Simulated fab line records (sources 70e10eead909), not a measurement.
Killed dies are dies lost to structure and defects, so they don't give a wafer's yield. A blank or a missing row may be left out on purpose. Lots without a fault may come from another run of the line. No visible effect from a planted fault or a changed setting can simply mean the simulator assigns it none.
Which of the tools did it? / flow nand_harc / 18 wafers from 6 lots sampled at 2 of the route's 1159 steps

WHAT THE GAUGES READ, wafer by wafer
NHARC_P_GATE_INSPECT_28.
lot=L413; measured=day 4 13:46; on=defect_inspect-02; raw_defect_count=6 7 5
lot=L415; measured=day 5 04:33; on=defect_inspect-01; raw_defect_count=9 9 8
lot=L417; measured=day 5 19:21; on=defect_inspect-02; raw_defect_count=4 4 9
lot=L428; measured=day 8 21:04; on=defect_inspect-02; raw_defect_count=310 382 352 313 380 354
lot=L431; measured=day 9 07:21; on=defect_inspect-02; raw_defect_count=2 3 5
lot=L433; measured=day 9 17:26; on=defect_inspect-02; raw_defect_count=6 8 9

EACH LOT AND THE TOOL THAT RAN IT (in order: tool; ch and the chambers of the sampled wafers; start)
lot=L413; NHARC_P_GATE_OXIDE_02=furnace-01 ch 0, day 3 17:48
lot=L415; NHARC_P_GATE_OXIDE_02=furnace-01 ch 0, day 4 10:02
lot=L417; NHARC_P_GATE_OXIDE_02=furnace-08 ch 0, day 5 00:36
lot=L428; NHARC_P_GATE_OXIDE_02=furnace-08 ch 0, day 7 23:54
lot=L431; NHARC_P_GATE_OXIDE_02=furnace-04 ch 0, day 8 10:23
lot=L433; NHARC_P_GATE_OXIDE_02=furnace-04 ch 0, day 8 22:28
- NHARC_P_GATE_OXIDE_02: material SiO2, target thk 37.5 nm, ox time 365 s.

THE ANSWER, worked out from the rows above alone
Rule: what is usual is taken from the lots themselves. Put in order of their means at a reading, lots are off if they are a third of the lots or fewer, leave a main group of 4 or more, and stand apart from it by a gap of 3 or more times the standard deviation of the main group's means; of several such gaps the widest counts. If all means in a main group match to the digits the tables above print for the reading, that group is not used. Also off: a lot with no number at a reading for which 4 or more lots have one. The other lots that the step has rows for count as sound.
Off: L428 (NHARC_P_GATE_INSPECT_28, raw_defect_count). Main group: mean 6.3, sd 1.8.
A tool fits if, at a process step before that reading, it ran every lot that is off, and no sound lot after the first of them. The gauges at NHARC_P_GATE_INSPECT_28 are tried like those tools. One fits: furnace-08 at NHARC_P_GATE_OXIDE_02. Its last sound lot is L417 (day 5 00:36), its first lot that is off L428 (day 7 23:54): a fault that began between those two fits.

WHAT HAD BEEN PUT IN BY THE SIMULATOR
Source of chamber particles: furnace-08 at NHARC_P_GATE_OXIDE_02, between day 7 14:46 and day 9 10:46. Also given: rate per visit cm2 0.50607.
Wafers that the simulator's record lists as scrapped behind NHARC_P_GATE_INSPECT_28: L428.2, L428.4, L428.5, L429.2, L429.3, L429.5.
Shown lots that were struck: L428. The rule given above showed the same thing.
